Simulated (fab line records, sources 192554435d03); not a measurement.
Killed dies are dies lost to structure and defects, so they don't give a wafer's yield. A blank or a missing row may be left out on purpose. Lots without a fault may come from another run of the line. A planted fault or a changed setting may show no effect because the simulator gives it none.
Chamber matching | flow n5_finfet | N5_STI_FIN_REVEAL_STRIP_24 on rie_diel-01: 4 sister chambers
The step strips in N2/H2, time 90 s. 4 wafers are shown with their chamber, then 8 later ones without.

WAFERS WITH THEIR CHAMBER
wafer  | chamber | showerhead_plenum_p_Torr (Torr)
L082.1 | 2       | 3.49
L083.1 | 0       | 3.45
L083.4 | 1       | 3.46
L088.2 | 3       | 3.50

WAFERS WITHOUT THEIR CHAMBER
wafer  | showerhead_plenum_p_Torr (Torr)
L088.3 | 3.45
L088.5 | 3.48
L090.1 | 3.44
L090.4 | 3.48
L090.5 | 3.48
L092.3 | 3.47
L092.4 | 3.50
L092.6 | 3.47

WHICH CHAMBER EACH WENT THROUGH
wafer  | from the rows above          | in truth
L088.3 | can't be placed: 0 or 1      | 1
L088.5 | can't be placed: 2 or 1 or 3 | 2
L090.1 | can't be placed: 0 or 1      | 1
L090.4 | can't be placed: 2 or 1 or 3 | 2
L090.5 | can't be placed: 2 or 1 or 3 | 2
L092.3 | can't be placed: 1 or 0 or 2 | 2
L092.4 | can't be placed: 3 or 2      | 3
L092.6 | can't be placed: 1 or 0 or 2 | 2
Placed correctly: 0 of 8. Can't be placed from these rows: 8 (the true chamber is among the candidates in 8). Placed wrongly: 0.
How it was worked out, from the rows above alone: a wafer's distance from a chamber is the root of the sum, over the readings, of the square of ((its reading less the chamber's mean) divided by the reading's scatter). The wafer belongs to the nearest chamber; if the next one is less than 2 further off, it can't be placed. A chamber's mean is the mean of its shown wafers. The scatter: with one shown wafer a chamber, the root of the mean of the squares of how far each hidden wafer lies from its nearest shown one.
